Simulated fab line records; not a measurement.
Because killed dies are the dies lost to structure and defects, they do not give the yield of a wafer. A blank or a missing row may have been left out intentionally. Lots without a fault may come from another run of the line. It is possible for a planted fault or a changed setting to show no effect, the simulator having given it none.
fab line records -- flow nandHarc
record lots=5, wafers=15, lastDay=33
route steps=1302 shown P_BONDPAD@356 END@1302
lots that met no fault: taken from a fault-free run of the same line
startH: the number of hours between the record's first day and the start of the first shown wafer of the lot -- waitH: hours since the lot's step before -- " the same as in the row above -- L1.1+2: one row covering several wafers at once -- - value missing, or start not given -- * or withheld: withheld -- < > ~ a bound
route shown NAME@n: names a module that has steps shown in the file, with the first one's number in the route -- usual: mean/standard deviation of fault-free wafers -- same: alike in all rows -- chamber/n: place in a boat -- sites: readings site by site -- _std_site: standard deviation of those values -- _edge_site: mean of outer sites minus mean of inner sites -- radiusMm: how far each site lies from the wafer's centre -- mask NAME#n: copy n -- behind: the tool/chamber that last shaped the wafer -- hold: the reason the lot was held/the length of the hold in hours/how it ended -- device: the n, p or np transistor that did not switch -- end of line: the route-end tests of the same wafers -- step lacking rows: just its recipe -- killed: at the first sort, the dies lost to defects and structure; wafer yield is something else -- map: dies across one wafer; x = killed, . = not, _ = none there
set.NAME: the setting as run; set.NAME@STEP: as run at that earlier step -- model.NAME: the simulator's own value behind a step, which no gauge read
a table for each step, a row for each wafer; lots at some steps of the route
services: a tool's chamber out of use, with start hour (startH, from the record's first day; less than 0 if before it), hours out, and reason
## steps
# step NHARC_P_BONDPAD_HMDS_02
# recipe timeS=30
# step NHARC_P_BONDPAD_COAT_36
# recipe tempC=200, timeS=65
# step NHARC_P_BONDPAD_COAT_03
# recipe spinRpm=2000, resistThkNm=600
# step NHARC_P_BONDPAD_SOFTBAKE_04
# recipe tempC=125, timeS=70
# step NHARC_P_BONDPAD_EBR_05
# step NHARC_P_BONDPAD_EXPOSE_06
# recipe na=0.55, doseMj=37.06, maskId=P_BPAD
# step NHARC_P_BONDPAD_PEB_07
# recipe pebTempC=128, pebTimeS=80
# step NHARC_P_BONDPAD_DEVELOP_08
# recipe timeS=50, devTempC=22
# step NHARC_P_BONDPAD_CD_MEAS_09
# recipe targetCdNm=500, landingEnergyEv=500
# usual cdNm=500.0/1.7
lot.wafer,tool,chamber,startH,waitH,cdNm
L506.3,cdSem-01,0,133.84,-,497.6
L506.4,cdSem-01,0,133.84,-,501.3
L506.6,cdSem-01,0,133.84,-,504.4
L515.1,cdSem-02,0,225.22,-,500.7
L515.2,cdSem-02,0,225.22,-,501.1
L515.6,cdSem-02,0,225.22,-,503.4
L521.4,cdSem-03,0,278.96,-,498.4
L521.5,cdSem-03,0,278.96,-,501.5
L521.6,cdSem-03,0,278.96,-,496.7
L522.2,cdSem-03,0,294.86,-,503.0
L522.3,cdSem-03,0,294.86,-,497.7
L522.6,cdSem-03,0,294.86,-,501.5
L526.3,cdSem-03,0,335.09,-,500.0
L526.4,cdSem-03,0,335.09,-,501.2
L526.6,cdSem-03,0,335.09,-,499.6
# step NHARC_P_BONDPAD_OVL_MEAS_38
# usual overlayXNm=0/4.7, overlayYNm=-1/7.4
lot.wafer,tool,chamber,startH,waitH,overlayXNm,overlayYNm
L506.3,overlay-01,-,133.92,-,1,6
L506.4,overlay-01,-,133.92,-,1,6
L506.6,overlay-01,-,133.92,-,1,6
L515.1,overlay-02,-,225.31,-,0,1
L515.2,overlay-02,-,225.31,-,0,1
L515.6,overlay-02,-,225.31,-,1,0
L521.4,overlay-01,-,279.04,-,1,9
L521.5,overlay-01,-,279.04,-,1,10
L521.6,overlay-01,-,279.04,-,1,9
L522.2,overlay-01,-,294.95,-,0,-5
L522.3,overlay-01,-,294.95,-,0,-5
L522.6,overlay-01,-,294.95,-,0,-5
L526.3,overlay-01,-,335.18,-,2,-4
L526.4,overlay-01,-,335.18,-,2,-4
L526.6,overlay-01,-,335.18,-,3,-4
# step NHARC_P_BONDPAD_HARDBAKE_10
# recipe tempC=118, timeS=65
# step NHARC_P_BONDPAD_DESCUM_11
# recipe timeS=3, o2FlowSccm=200, arFlowSccm=0, biasPowerW=0, chemistry=O2
# usual drypumpMotorCurrentA=5.4/0.43, oesProductAu=0.997/0.009, rfVppV=57.6/0.86, showerheadPlenumPTorr=1.89/0.076, throttleValvePct=11.311/0.0094
# same biasPowerW=0
lot.wafer,tool,chamber,startH,waitH,drypumpMotorCurrentA,oesProductAu,rfHoursCounterH,rfVppV,showerheadPlenumPTorr,throttleValvePct
L506.4,rieDiel-01,0,134.06,-,5.1,1.001,2.7,57.4,1.89,11.315
L506.3,rieDiel-01,1,134.06,-,5.2,0.995,2.9,58.4,1.79,11.311
L506.6,rieDiel-01,2,134.06,-,5.7,0.995,-,58.7,1.95,11.313
L515.2,rieDiel-01,3,225.43,-,5.4,0.999,0.1,56.4,1.84,11.334
L515.1,rieDiel-01,2,225.43,-,5.7,0.979,0.1,58.8,1.95,11.312
L515.6,rieDiel-01,0,225.43,-,5.1,0.995,-,57.5,1.89,11.308
L521.4,rieDiel-13,3,279.17,-,5.5,0.988,4.5,59.5,2.03,11.321
L521.5,rieDiel-13,2,279.17,-,4.9,0.999,-,58.3,1.95,11.296
L521.6,rieDiel-13,3,279.17,-,5.5,0.991,-,57.8,2.03,11.324
L522.2,rieDiel-01,3,295.09,-,5.3,0.997,2.4,59.3,1.84,11.306
L522.3,rieDiel-01,0,295.09,-,5.1,1.000,2.1,57.2,1.89,11.306
L522.6,rieDiel-01,2,295.09,-,5.7,0.991,-,58.9,1.95,11.303
L526.4,rieDiel-07,3,335.31,-,6.2,0.999,1.6,58.6,1.79,11.301
L526.3,rieDiel-07,0,335.31,-,5.8,1.008,1.2,58.5,2.01,11.316
L526.6,rieDiel-07,3,335.31,-,6.2,0.994,-,57.4,1.79,11.319
# step NHARC_P_BONDPAD_ETCH_37
# recipe targetDepthA=600, overetchA=180, timeS=65.91, ionEnergyEv=200, n2FlowSccm=150, h2FlowSccm=150, arFlowSccm=0, rfW=400, biasW=150, chemistry=N2/H2
# usual drypumpMotorCurrentA=5.4/0.41, oesProductAu=0.995/0.0087, rfVppV=429.8/2.7, showerheadPlenumPTorr=2.01/0.085, throttleValvePct=14.171/0.0089
lot.wafer,tool,chamber,startH,waitH,drypumpMotorCurrentA,oesProductAu,rfHoursCounterH,rfVppV,showerheadPlenumPTorr,throttleValvePct
L506.4,rieDiel-01,1,134.13,0.1,5.2,0.989,2.9,426.0,1.91,14.175
L506.3,rieDiel-01,2,134.13,0.1,5.7,0.994,3.1,431.1,2.08,14.181
L506.6,rieDiel-01,1,134.13,0.1,5.1,0.988,-,427.7,1.91,14.173
L515.1,rieDiel-01,0,225.52,0.1,5.1,1.006,0.1,430.1,2.01,14.181
L515.2,rieDiel-01,1,225.52,0.1,5.2,0.998,0.1,426.6,1.91,14.171
L515.6,rieDiel-01,0,225.52,0.1,5.1,1.001,-,430.0,2.01,14.170
L521.4,rieDiel-13,0,279.26,0.1,5.7,1.000,4.8,430.8,2.01,14.162
L521.6,rieDiel-13,3,279.26,0.1,5.5,0.990,-,434.6,2.17,14.181
L521.5,rieDiel-13,0,279.26,0.1,5.7,0.995,-,429.8,2.01,14.173
L522.2,rieDiel-01,2,295.16,0.1,5.7,0.817,2.4,433.2,2.08,14.172
L522.3,rieDiel-01,3,295.16,0.1,5.4,1.003,2.4,428.3,1.96,14.162
L522.6,rieDiel-01,2,295.16,0.1,5.7,0.826,-,432.9,2.08,14.174
L526.4,rieDiel-07,3,335.38,0.1,6.2,0.997,1.6,424.9,1.91,14.152
L526.3,rieDiel-07,0,335.38,0.1,5.8,0.989,1.2,433.9,2.15,14.174
L526.6,rieDiel-07,3,335.38,0.1,6.1,1.009,-,426.8,1.91,14.173
# step NHARC_P_BONDPAD_ETCH_12
# recipe targetDepthA=2000, timeS=100, chf3FlowSccm=50, o2FlowSccm=10, arFlowSccm=200, rfW=500, biasW=200, chemistry=CHF3/O2
# usual drypumpMotorCurrentA=5.4/0.42, oesProductAu=0.937/0.02, rfVppV=369.8/2.3, showerheadPlenumPTorr=2.37/0.092, throttleValvePct=20.573/0.009
lot.wafer,tool,chamber,startH,waitH,drypumpMotorCurrentA,oesProductAu,rfHoursCounterH,rfVppV,showerheadPlenumPTorr,throttleValvePct
L506.3,rieDiel-01,0,-,-,5.1,0.926,2.7,369.5,2.38,20.583
L506.4,rieDiel-01,2,-,-,5.7,0.914,3.1,371.3,2.44,20.587
L506.6,rieDiel-01,0,-,-,5.1,0.919,-,370.6,2.38,20.560
L515.2,rieDiel-01,1,-,-,5.2,0.977,0.2,366.5,2.26,20.580
L515.1,rieDiel-01,0,-,-,5.1,0.963,0.1,372.2,2.37,20.565
L515.6,rieDiel-01,1,-,-,5.2,0.976,-,367.2,2.26,20.578
L521.4,rieDiel-13,3,-,-,5.5,0.917,4.6,373.6,2.54,20.575
L521.5,rieDiel-13,1,-,-,4.7,0.916,-,367.9,2.26,20.576
L521.6,rieDiel-13,2,-,-,4.9,0.931,-,371.5,2.45,20.563
L522.2,rieDiel-01,1,-,-,5.1,0.929,2.1,368.0,2.26,20.564
L522.3,rieDiel-01,2,-,-,5.7,0.913,2.4,371.5,2.44,20.570
L522.6,rieDiel-01,2,-,-,5.7,0.913,-,372.5,2.44,20.581
L526.3,rieDiel-07,1,-,-,6.4,0.927,0.9,372.6,2.47,20.570
L526.4,rieDiel-07,0,-,-,5.8,0.928,1.2,372.9,2.52,20.567
L526.6,rieDiel-07,1,-,-,6.4,0.930,-,371.8,2.47,20.575
# step NHARC_END_SORT_01
# recipe tempC=25
# usual defectLimitedYield=91.6/2.8, killedAtArray=53/19, killedAtOther=0.8/1.2, killedAtPeriphery=3.7/2.3, killedDies=57/19, killedOpen=3.2/1.7, killedShort=2.6/1.8, sort_bin_2_pct=3.0/1.2, sort_bin_3_pct=0.7/0.4, sort_bin_4_pct=4.8/1.5, sortNPass=620/19, sortRimYieldPct=90/4.8, sortYieldPct=91.6/2.8
# same grossDies=677, sort_bin_5_pct[%]=0, sort_bin_6_pct[%]=0, sort_bin_7_pct[%]=0, sort_bin_8_pct[%]=0, sortRimNGross=106.00
lot.wafer,tool,chamber,startH,waitH,defectLimitedYield[%],killedAtArray,killedAtOther,killedAtPeriphery,killedDies,killedOpen,killedShort,sort_bin_2_pct[%],sort_bin_3_pct[%],sort_bin_4_pct[%],sortNPass,sortRimYieldPct[%],sortYieldPct[%]
L515.1,prober-01,0,662.17,2.5,94.5,35,0,2,37,4,3,1.5,0.6,3.4,640,91,94.5
L515.2,prober-01,0,662.98,2.8,90.3,60,2,4,66,2,3,2.4,1.2,6.2,611,87,90.3
L515.6,prober-01,0,666.22,4.1,89.8,64,0,5,69,5,4,4.1,0.4,5.6,608,91,89.8
L522.2,prober-01,0,717.44,2.8,90.8,58,0,4,62,3,0,3.8,0.1,5.2,615,92,90.8
L522.3,prober-01,0,718.24,3.1,90.7,55,1,7,63,9,1,4.0,0.4,4.9,614,88,90.7
L522.6,prober-01,0,720.65,4.0,91.4,53,3,2,58,2,4,2.7,0.9,5.0,619,93,91.4
L521.4,prober-02,0,719.19,3.5,85.8,92,0,4,96,4,4,4.9,1.0,8.3,581,88,85.8
L521.5,prober-02,0,720.01,3.8,86.6,87,0,4,91,1,3,4.1,0.9,8.4,586,92,86.6
L521.6,prober-02,0,720.83,4.1,90.3,65,1,0,66,4,1,4.0,0.7,5.0,611,85,90.3
L526.3,prober-01,0,780.77,3.1,91.0,55,1,5,61,2,2,2.7,0.6,5.8,616,89,91.0
L526.4,prober-01,0,781.55,3.3,91.4,55,0,3,58,3,2,3.0,0.9,4.7,619,91,91.4
L526.6,prober-01,0,783.11,3.9,91.7,51,2,3,56,4,2,3.0,0.7,4.6,621,87,91.7
# killed by level:class
L515.1 A_CHANNEL_HOLE_D1:chamberFilmFlake=14 A_CHANNEL_HOLE_D2:chamberFilmFlake=9 P_BONDPAD:chamberFilmFlake=2 A_CONTACT:chamberFilmFlake=2 A_STAIRCASE:chamberFilmFlake=2 A_SOURCE_PLATE:geometricParticle:open=1 A_CHANNEL_FILL_D1:geometricParticle:open=1 A_CHANNEL_FILL_D1:geometricParticle:short=1
L515.2 A_CHANNEL_HOLE_D1:chamberFilmFlake=38 A_CHANNEL_HOLE_D2:chamberFilmFlake=12 A_CONTACT:chamberFilmFlake=4 P_GATE:chamberFilmFlake=2 THIN_TSV:chamberFilmFlake=2 P_M0:geometricParticle:open=1 A_CHANNEL_FILL_D2:geometricParticle:short=1 A_WL_FILL:geometricParticle:short=1
L515.6 A_CHANNEL_HOLE_D1:chamberFilmFlake=35 A_CHANNEL_HOLE_D2:chamberFilmFlake=17 P_BONDPAD:chamberFilmFlake=3 A_CHANNEL_HOLE_D2:geometricParticle:short=2 A_CHANNEL_FILL_D2:geometricParticle:open=2 A_CONTACT:geometricParticle:open=2 A_DECK1_JOINT:chamberFilmFlake=2 P_M0:geometricParticle:open=1
L522.2 A_SLIT:chamberFilmFlake=32 A_CHANNEL_HOLE_D2:chamberFilmFlake=12 A_CHANNEL_HOLE_D1:chamberFilmFlake=10 P_M0:geometricParticle:open=1 P_M1:geometricParticle:open=1 A_ONON_D1:geometricParticle:open=1 P_STI:chamberFilmFlake=1 P_M2:chamberFilmFlake=1
L522.3 A_SLIT:chamberFilmFlake=23 A_CHANNEL_HOLE_D2:chamberFilmFlake=17 A_CHANNEL_HOLE_D1:chamberFilmFlake=5 P_CONTACT:geometricParticle:open=2 P_M2:chamberFilmFlake=2 A_DECK1_JOINT:chamberFilmFlake=2 P_M0:geometricParticle:open=1 P_M1:geometricParticle:open=1
L521.4 A_CHANNEL_HOLE_D1:chamberFilmFlake=32 A_SLIT:chamberFilmFlake=26 A_CHANNEL_HOLE_D2:chamberFilmFlake=22 P_CONTACT:chamberFilmFlake=3 A_ONON_D1:geometricParticle:open=2 A_STAIRCASE:chamberFilmFlake=2 P_GATE:geometricParticle:short=1 A_ONON_D1:geometricParticle:short=1
L521.5 A_CHANNEL_HOLE_D1:chamberFilmFlake=34 A_SLIT:chamberFilmFlake=27 A_CHANNEL_HOLE_D2:chamberFilmFlake=16 A_DECK1_JOINT:chamberFilmFlake=4 A_STAIRCASE:chamberFilmFlake=3 P_CONTACT:chamberFilmFlake=2 P_GATE:geometricParticle:open=1 P_M0:geometricParticle:short=1
L522.6 A_SLIT:chamberFilmFlake=18 A_CHANNEL_HOLE_D2:chamberFilmFlake=17 A_CHANNEL_HOLE_D1:chamberFilmFlake=5 A_ONON_D1:geometricParticle:short=3 A_M0:chamberFilmFlake=3 A_CHANNEL_FILL_D2:geometricParticle:open=2 P_STI:chamberFilmFlake=2 A_CONTACT:chamberFilmFlake=2
L521.6 A_SLIT:chamberFilmFlake=30 A_CHANNEL_HOLE_D1:chamberFilmFlake=15 A_CHANNEL_HOLE_D2:chamberFilmFlake=12 A_SGD_CUT:chamberFilmFlake=2 A_ONON_D1:geometricParticle:open=1 A_DECK1_JOINT:geometricParticle:open=1 A_CHANNEL_HOLE_D2:geometricParticle:short=1 A_CONTACT:geometricParticle:open=1
L526.3 A_SLIT:chamberFilmFlake=31 A_CHANNEL_HOLE_D2:chamberFilmFlake=8 A_CHANNEL_HOLE_D1:chamberFilmFlake=5 A_CONTACT:chamberFilmFlake=4 A_STAIRCASE:chamberFilmFlake=3 P_GATE:chamberFilmFlake=2 P_CONTACT:geometricParticle:short=1 P_M0:geometricParticle:short=1
L526.4 A_SLIT:chamberFilmFlake=23 A_CONTACT:chamberFilmFlake=9 A_CHANNEL_HOLE_D1:chamberFilmFlake=7 A_CHANNEL_HOLE_D2:chamberFilmFlake=6 A_SGD_CUT:chamberFilmFlake=4 A_BLC:geometricParticle:open=2 P_GATE:chamberFilmFlake=2 P_M0:geometricParticle:short=1
L526.6 A_SLIT:chamberFilmFlake=24 A_CHANNEL_HOLE_D1:chamberFilmFlake=6 A_CONTACT:chamberFilmFlake=6 A_CHANNEL_HOLE_D2:chamberFilmFlake=5 A_WL_FILL:chamberFilmFlake=4 A_WL_FILL:geometricParticle:open=2 P_GATE:chamberFilmFlake=2 THIN_TSV:chamberFilmFlake=2
## services
tool,chamber,startH,hours,kind
rieDiel-07,-,117.20,9.0,pm
rieDiel-01,0,133.80,-,clean
rieDiel-01,1,133.80,-,clean
rieDiel-01,2,133.80,-,clean
rieDiel-01,3,133.80,-,clean
rieDiel-01,2,149.37,35.2,repair
rieDiel-01,0,158.30,-,clean
rieDiel-01,1,158.30,-,clean
rieDiel-01,3,158.30,-,clean
rieDiel-13,-,165.00,9.0,pm
rieDiel-13,0,175.52,3.4,repair
rieDiel-01,0,182.80,-,clean
rieDiel-01,1,182.80,-,clean
rieDiel-01,3,182.80,-,clean
rieDiel-01,-,203.80,9.0,pm
rieDiel-01,0,203.80,9.0,ventCycle
rieDiel-01,1,203.80,9.0,ventCycle
rieDiel-13,2,225.09,21.4,repair
rieDiel-07,2,286.92,3.3,repair
rieDiel-07,-,294.20,9.0,pm
rieDiel-07,0,318.46,11.5,repair
rieDiel-07,1,322.69,3.7,repair
rieDiel-01,0,328.31,10.0,repair
rieDiel-01,1,334.30,5.2,repair
## key
firstSign step=NHARC_P_BONDPAD_ETCH_37, reading=oesProductAu, direction=down, sigmas=20, usual=0.995, struck=0.821
effect none on later readings
metAt NHARC_P_BONDPAD_ETCH_37
struckWafers L522.2,L522.6
onsetBetween 225.52 295.16
fault kind=processParameterDrift, tool=rieDiel-01, chamber=-, onsetH=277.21, steps=NHARC_P_BONDPAD_ETCH_37, channel=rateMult, offset=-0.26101, shape=step, endH=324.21, scope=struckWafersOnly
